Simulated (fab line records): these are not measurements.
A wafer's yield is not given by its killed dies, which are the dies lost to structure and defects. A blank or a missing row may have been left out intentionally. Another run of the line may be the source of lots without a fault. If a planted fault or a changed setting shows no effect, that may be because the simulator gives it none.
fab line records	flow n5_finfet	part 2 of 2: steps 5 to 6 of 6
[record] lots = 23	wafers = 69	last_day = 19
route steps=1938 shown HKMG_FIN@401 GATE_CUT@466
lots with no fault: from the same line, run without faults
start_h: start of the lot's first displayed wafer, in hours after the record's first day	wait_h: hours since the lot's step before	" repeats the value in the row above	L1.1+2: a row that stands for several wafers	- either no value or no given start	* or withheld: withheld	< > ~ a bound
route shown NAME@n: names a module that has steps shown in the file, with the first one's number in the route	usual: mean and standard deviation over wafers with no fault	same: alike in all rows	chamber/n: place in a boat	sites: the reading at each site	_std_site: standard deviation of those values	_edge_site: the outer-site mean with the inner-site mean subtracted	radius_mm: how far each site lies from the wafer's centre	mask NAME#n: copy n	behind: the most recent tool/chamber to have shaped the wafer	hold: cause of the lot's hold/its duration in hours/its outcome	device: whichever transistor did not switch (one of n, p or np)	end of line: at the end of the route, the tests of the same wafers	a step with no rows: only its recipe	killed: at the first sort, the dies lost to defects and structure; wafer yield is something else	map: the dies of a wafer, with x for killed, . for not killed, _ for no die there
set.NAME: the setting that was run; set.NAME@STEP: the one run at that earlier step	model.NAME: the simulator's own value behind a step, which no gauge read
route steps across a sampled set of lots; one table per step, one row per wafer
services: when a tool's chamber went out of use (start_h, in hours from the record's first day, below 0 if earlier), for how many hours, and the reason
[[steps]]
[step N5_GATE_CUT_ETCHBACK_30]
[recipe] chemistry = Cl2/Ar	target = TiN	target_depth_a = 30	mode = isotropic	pressure_mtorr = 10	icp_w = 600	bias_w = 60	Cl2_flow_sccm = 40	Ar_flow_sccm = 60
[usual] bias_w = 59.97/0.18	drypump_motor_current_A = 5.8/0.55	oes_product_au = 0.78/0.13	throttle_valve_pct = 21.02/0.29
lot.wafer	tool	chamber	start_h	wait_h	bias_w	drypump_motor_current_A	oes_product_au	rf_hours_counter_h	throttle_valve_pct
L074.1	rie_metal-01	1	78.59	0.1	59.97	5.4	0.90	8	20.89
L074.2	"	0	"	"	60.05	5.8	0.70	76	21.35
L074.6	"	0	"	"	60.19	5.8	0.70	-	21.34
L075.2	rie_metal-01	0	92.28	0.1	59.87	5.8	0.69	77	21.33
L075.3	"	0	"	"	60.18	5.8	0.70	-	21.33
L075.5	"	1	"	"	60.10	5.4	0.90	-	20.88
L076.3	rie_metal-01	0	95.16	0.0	59.78	5.9	0.69	-	21.34
L076.4	"	1	"	"	60.21	5.4	0.90	-	20.88
L076.5	"	0	"	"	59.83	5.8	0.70	-	21.34
L077.2	rie_metal-03	0	99.19	0.1	60.05	6.8	0.92	4	20.31
L077.3	"	0	"	"	59.95	6.8	0.93	-	20.32
L077.5	"	1	"	"	60.16	5.3	0.60	-	21.17
L078.3	rie_metal-01	0	105.47	0.0	59.88	5.9	0.70	-	21.34
L078.4	"	1	"	"	59.99	5.4	0.89	-	20.88
L078.6	"	1	"	"	59.99	5.4	0.89	-	20.88
L079.1	rie_metal-02	0	109.67	0.1	59.98	5.3	0.58	148	20.83
L079.3	"	1	"	"	59.83	6.7	0.71	-	21.13
L079.4	"	0	"	"	59.97	5.3	0.57	-	20.84
L080.3	rie_metal-03	1	116.25	0.1	59.81	5.3	0.60	-	21.18
L080.4	"	1	"	"	59.77	5.3	0.60	-	21.16
L080.5	"	1	"	"	59.73	5.3	0.59	-	21.17
L081.4	rie_metal-01	1	130.60	0.0	59.93	5.4	0.89	-	20.92
L081.5	"	0	"	"	59.85	5.8	0.69	-	21.35
L081.6	"	1	"	"	60.05	5.4	0.88	-	20.91
L082.1	rie_metal-02	1	131.24	0.1	59.99	6.7	0.70	86	21.14
L082.2	"	1	"	"	59.63	6.7	0.71	-	21.13
L082.4	"	1	"	"	59.73	6.7	0.71	-	21.13
L083.1	rie_metal-01	1	136.20	0.1	59.65	5.4	0.89	12	20.89
L083.4	"	0	"	"	59.66	5.8	0.69	-	21.34
L083.5	"	0	"	"	59.80	5.9	0.69	-	21.35
L084.4	rie_metal-03	1	141.66	0.1	60.08	5.3	0.60	-	21.17
L084.5	"	1	"	"	59.80	5.3	0.60	-	21.17
L084.6	"	1	"	"	59.92	5.3	0.60	-	21.16
L085.1	rie_metal-02	0	147.72	0.1	59.97	5.3	0.98	1	20.54
L085.2	"	1	"	"	60.01	6.7	0.71	88	21.14
L085.6	"	1	"	"	60.08	6.7	0.72	-	21.11
L086.2	rie_metal-01	0	152.55	0.1	60.08	5.8	0.68	82	21.36
L086.3	"	0	"	"	60.02	5.8	0.69	-	21.35
L086.4	"	1	"	"	60.06	5.4	0.87	-	20.91
L087.2	rie_metal-01	1	158.41	0.1	60.24	5.4	0.87	15	20.92
L087.3	"	0	"	"	60.10	5.9	0.68	-	21.37
L087.4	"	1	"	"	60.06	5.4	0.87	-	20.92
L089.2	rie_metal-01	0	171.06	0.1	59.79	5.9	0.68	84	21.36
L089.4	"	0	"	"	60.25	5.9	0.67	-	21.37
L089.5	"	0	"	"	60.04	5.9	0.67	-	21.37
L090.1	rie_metal-01	1	174.29	0.1	59.94	5.4	0.86	16	20.91
L090.2	"	0	"	"	60.01	5.9	0.68	85	21.36
L090.4	"	0	"	"	60.15	5.8	0.67	-	21.37
L091.2	rie_metal-02	0	180.83	0.1	59.94	5.3	0.95	4	20.57
L091.4	"	0	"	"	60.03	5.3	0.95	-	20.57
L091.5	"	1	"	"	59.80	6.7	0.71	-	21.11
L092.1	rie_metal-02	0	186.20	0.1	59.99	5.3	0.96	4	20.57
L092.2	"	1	"	"	59.76	6.7	0.70	92	21.15
L092.3	"	0	"	"	60.11	5.3	0.95	-	20.56
L093.1	rie_metal-01	1	192.92	0.1	59.69	5.4	0.86	18	20.90
L093.2	"	0	"	"	60.01	5.8	0.68	86	21.37
L093.4	"	0	"	"	60.24	5.8	0.68	-	21.36
L094.2	rie_metal-03	1	203.88	0.1	60.13	5.3	1.01	1	20.94
L094.3	"	1	"	"	60.41	5.3	1.00	-	20.94
L094.4	"	0	"	"	60.04	6.8	0.90	-	20.32
L095.3	rie_metal-03	1	205.47	0.0	59.88	5.3	1.01	-	20.90
L095.4	"	0	"	"	60.06	6.8	0.90	-	20.30
L095.5	"	1	"	"	60.34	5.3	1.01	-	20.90
L096.2	rie_metal-02	0	213.48	0.1	60.17	5.3	0.93	7	20.57
L096.3	"	0	"	"	60.24	5.3	0.93	-	20.57
L096.5	"	0	"	"	59.94	5.3	0.93	-	20.58
L097.2	rie_metal-02	1	217.50	0.1	59.84	6.7	0.70	-	21.16
L097.4	"	1	"	"	59.96	6.7	0.69	-	21.14
L097.6	"	1	"	"	59.87	6.7	0.69	-	21.14
[step N5_GATE_CUT_VAPOR_ETCH_60]
[recipe] chemistry = BCl3/Cl2	target = HfO2	mode = isotropic
[usual] drypump_motor_current_A = 5.8/0.55	oes_product_au = 0.78/0.13
lot.wafer	tool	chamber	start_h	wait_h	drypump_motor_current_A	oes_product_au
L074.1	rie_metal-01	1	78.62	0.0	5.4	0.91
L074.2	"	0	"	"	5.9	0.71
L074.6	"	0	"	"	5.8	0.70
L075.2	rie_metal-01	0	92.31	0.0	5.8	0.70
L075.3	"	0	"	"	5.8	0.70
L075.5	"	1	"	"	5.4	0.90
L076.3	rie_metal-01	0	95.19	0.0	5.8	0.70
L076.4	"	1	"	"	5.4	0.92
L076.5	"	0	"	"	5.8	0.70
L077.2	rie_metal-03	0	99.22	0.0	6.7	0.92
L077.3	"	0	"	"	6.7	0.93
L077.5	"	1	"	"	5.3	0.59
L078.3	rie_metal-01	0	105.50	0.0	5.8	0.70
L078.4	"	1	"	"	5.4	0.90
L078.6	"	1	"	"	5.4	0.91
L079.1	rie_metal-02	0	109.70	0.0	5.3	0.59
L079.3	"	1	"	"	6.7	0.69
L079.4	"	0	"	"	5.3	0.59
L080.3	rie_metal-03	1	116.31	0.1	5.3	0.59
L080.4	"	1	"	"	5.3	0.60
L080.5	"	1	"	"	5.3	0.59
L081.4	rie_metal-01	1	130.63	0.0	5.4	0.89
L081.5	"	0	"	"	5.8	0.70
L081.6	"	1	"	"	5.4	0.88
L082.1	rie_metal-02	1	131.30	0.1	6.7	0.69
L082.2	"	1	"	"	6.7	0.69
L082.4	"	1	"	"	6.7	0.69
L083.1	rie_metal-01	1	136.23	0.0	5.4	0.89
L083.4	"	0	"	"	5.8	0.70
L083.5	"	0	"	"	5.8	0.70
L084.4	rie_metal-03	1	141.72	0.1	5.3	0.59
L084.5	"	1	"	"	5.3	0.59
L084.6	"	1	"	"	5.3	0.58
L085.1	rie_metal-02	0	147.75	0.0	5.3	1.00
L085.2	"	1	"	"	6.7	0.69
L085.6	"	1	"	"	6.7	0.69
L086.2	rie_metal-01	0	152.58	0.0	5.9	0.70
L086.3	"	0	"	"	5.8	0.70
L086.4	"	1	"	"	5.4	0.89
L087.2	rie_metal-01	1	158.44	0.0	5.4	0.88
L087.3	"	0	"	"	5.8	0.69
L087.4	"	1	"	"	5.4	0.88
L089.2	rie_metal-01	0	171.09	0.0	5.8	0.69
L089.4	"	0	"	"	5.8	0.69
L089.5	"	0	"	"	5.8	0.69
L090.1	rie_metal-01	1	174.32	0.0	5.4	0.86
L090.2	"	0	"	"	5.8	0.68
L090.4	"	0	"	"	5.9	0.68
L091.2	rie_metal-02	0	180.86	0.0	5.3	0.97
L091.4	"	0	"	"	5.3	0.98
L091.5	"	1	"	"	6.7	0.68
L092.1	rie_metal-02	0	186.23	0.0	5.3	0.97
L092.2	"	1	"	"	6.7	0.68
L092.3	"	0	"	"	5.3	0.97
L093.1	rie_metal-01	1	192.95	0.0	5.4	0.86
L093.2	"	0	"	"	5.9	0.68
L093.4	"	0	"	"	5.9	0.68
L094.2	rie_metal-03	1	203.91	0.0	5.3	0.99
L094.3	"	1	"	"	5.3	1.00
L094.4	"	0	"	"	6.8	0.89
L095.3	rie_metal-03	1	205.50	0.0	5.3	1.00
L095.4	"	0	"	"	6.7	0.90
L095.5	"	1	"	"	5.3	0.99
L096.2	rie_metal-02	0	213.51	0.0	5.3	0.94
L096.3	"	0	"	"	5.3	0.94
L096.5	"	0	"	"	5.3	0.94
L097.2	rie_metal-02	1	217.56	0.1	6.7	0.68
L097.4	"	1	"	"	6.7	0.67
L097.6	"	1	"	"	6.7	0.67
[[services]]
tool	chamber	start_h	hours	kind
rie_diel-04	-	48.86	2.8	pm
rie_metal-03	-	52.41	14.6	pm
rie_diel-04	0	55.90	3.5	repair
rie_diel-01	-	59.04	2.4	repair
ald_metal-04	3	59.95	16.4	repair
rie_diel-01	3	71.90	8.0	repair
ald_metal-03	-	75.56	2.6	repair
ald_metal-02	-	88.79	1.2	pm
ald_metal-04	-	90.06	17.3	repair
rie_diel-01	1	97.91	3.7	repair
ald_metal-02	0	101.29	13.8	repair
rie_metal-02	0	110.98	-	clean
rie_metal-02	0	110.98	22.4	scheduled_down
rie_metal-02	0	110.98	22.4	vent_cycle
rie_metal-03	0	111.97	59.1	repair
rie_diel-01	0	130.07	9.3	repair
rie_diel-01	-	130.59	0.9	repair
rie_diel-03	-	149.57	2.8	pm
rie_diel-04	0	165.31	3.0	repair
rie_metal-02	0	169.19	2.9	repair
ald_metal-03	-	177.15	0.4	repair
rie_diel-04	2	183.03	-	clean
ald_metal-02	-	203.60	0.8	repair
rie_metal-02	0	213.82	4.2	repair
